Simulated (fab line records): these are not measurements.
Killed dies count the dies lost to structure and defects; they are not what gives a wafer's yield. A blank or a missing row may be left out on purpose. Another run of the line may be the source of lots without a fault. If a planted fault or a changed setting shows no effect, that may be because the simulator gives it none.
The same fault as seen by 2 desks | flow nand harc | what lay behind the numbers comes last; until then each desk has only its own

## TOOL OWNER'S DESK, pecvd-03
The tool's own readings at NHARC_A_ONON_D2_DEP_33 (deposits SiO2, target thk 200 nm): means of the sampled wafers that have a number, for each lot that ran on this tool. The brackets show how far a lot's mean lies from the usual mean; more than 4 standard deviations puts the lot out of limits, marked OUT.
Columns: A = heater power w at NHARC_A_ONON_D2_DEP_33, usual 584 W; B = mfc precursor sccm at NHARC_A_ONON_D2_DEP_33, usual 161.3 sccm; C = throttle valve pct at NHARC_A_ONON_D2_DEP_33, usual 16.0 %
lot  | first seen here | A   | B               | C
L232 | day 14 07:17    | 549 | 161.2           | 16.3
L235 | day 14 15:28    | 575 | 161.2           | 16.0
L234 | day 14 15:44    | 582 | 161.2           | 16.3
L241 | day 17 08:54    | 656 | 161.5           | 16.0
L248 | day 20 01:06    | 579 | 156.9 (-10) OUT | 16.0
This desk's verdict: out of limits on L248, starting with L248 at day 20 01:06 (mfc precursor sccm at NHARC_A_ONON_D2_DEP_33). Within limits: L232, L235, L234, L241.

## FROM THE METROLOGY DESK
What the gauges read for every lot (on any tool): the sampled wafers with a number, averaged. The brackets show how far a lot's mean lies from the usual mean; more than 4 standard deviations puts the lot out of limits, marked OUT.
Columns: A = thk nm at NHARC_A_ONON_D2_THK_MEAS_05, usual 1000 nm; B = thk nm at NHARC_A_ONON_D2_THK_MEAS_11, usual 997 nm; C = thk nm at NHARC_A_ONON_D2_THK_MEAS_34, usual 200 nm
lot  | first seen here | A    | B    | C
L230 | day 12 23:17    | 997  | 1003 | 198
L231 | day 12 23:17    | 1011 | 991  | 201
L232 | day 13 15:28    | 1006 | 992  | 199
L235 | day 14 03:33    | 990  | 991  | 197
L233 | day 14 03:43    | 1008 | 1005 | 199
L234 | day 14 03:54    | 996  | 994  | 197
L236 | day 14 19:35    | 1010 | 1005 | 199
L237 | day 15 05:17    | 995  | 986  | 201
L241 | day 16 21:30    | 989  | 978  | 200
L248 | day 19 13:25    | 998  | 996  | 193
L249 | day 19 23:25    | 1001 | 987  | 200
L251 | day 21 01:13    | 1001 | 1004 | 204
Finding of this desk: none of the 12 lots has anything out of limits.

## ALL TOGETHER
An alarm could have come from the tool owner's desk at day 20 01:06, on L248.
From the metrology desk's view, nothing was out of limits.
The metrology desk has L248 on record, within its limits.
Of the lots named, all ran NHARC_A_ONON_D2_DEP_33 on pecvd-03.

## WHAT HAD BEEN PUT IN BY THE SIMULATOR
pecvd-03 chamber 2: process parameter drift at NHARC_A_ONON_D2_DEP_33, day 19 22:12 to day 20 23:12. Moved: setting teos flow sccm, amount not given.
Shown lots that were struck: L248.
Delay in hours, fault start to first out-of-limits reading, by desk: the tool owner's desk at 3.
